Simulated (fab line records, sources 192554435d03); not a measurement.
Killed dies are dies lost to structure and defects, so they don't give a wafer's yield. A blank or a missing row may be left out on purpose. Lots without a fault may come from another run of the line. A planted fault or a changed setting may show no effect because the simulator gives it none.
Chamber matching | flow n5_finfet | N5_PMOS_HMC_CHANNEL_EPI_ETCH_38 on rie_si-02: 4 sister chambers
The step etches SiO2 in CF4, target depth 1.5 nm. 8 wafers are shown with their chamber, then 12 later ones without.

WAFERS WITH THEIR CHAMBER
wafer  | chamber | throttle_valve_pct (%) | drypump_motor_current_A (A)
L083.6 | 2       | 21.80                  | 6.3
L084.1 | 2       | 21.79                  | 6.3
L086.5 | 0       | 21.72                  | 5.7
L086.6 | 1       | 21.67                  | 5.6
L089.2 | 1       | 21.67                  | 5.5
L090.3 | 0       | 21.70                  | 5.6
L090.4 | 3       | 22.12                  | 5.4
L090.5 | 3       | 22.12                  | 5.3

WAFERS WITHOUT THEIR CHAMBER
wafer  | throttle_valve_pct (%) | drypump_motor_current_A (A)
L092.1 | 21.79                  | 6.4
L092.2 | 22.13                  | 5.3
L092.6 | 21.68                  | 5.6
L093.1 | 22.13                  | 5.4
L093.4 | 21.71                  | 5.6
L093.6 | 21.79                  | 6.4
L096.2 | 22.14                  | 5.4
L096.4 | 21.71                  | 5.7
L096.5 | 21.79                  | 6.3
L097.2 | 21.80                  | 6.3
L097.3 | 21.73                  | 5.6
L097.6 | 21.67                  | 5.6

WHICH CHAMBER EACH WENT THROUGH
wafer  | from the rows above | in truth
L092.1 | 2                   | 2
L092.2 | 3                   | 3
L092.6 | 1                   | 1
L093.1 | 3                   | 3
L093.4 | 0                   | 0
L093.6 | 2                   | 2
L096.2 | 3                   | 3
L096.4 | 0                   | 0
L096.5 | 2                   | 2
L097.2 | 2                   | 2
L097.3 | 0                   | 0
L097.6 | 1                   | 1
Placed correctly: 12 of 12. Can't be placed from these rows: 0. Placed wrongly: 0.
How it was worked out, from the rows above alone: a wafer's distance from a chamber is the root of the sum, over the readings, of the square of ((its reading less the chamber's mean) divided by the reading's scatter). The wafer belongs to the nearest chamber; if the next one is less than 2 further off, it can't be placed. A chamber's mean is the mean of its shown wafers. The scatter: the root of (the sum of the squares of (reading less its chamber's mean) over the shown wafers, divided by (wafers less chambers)).
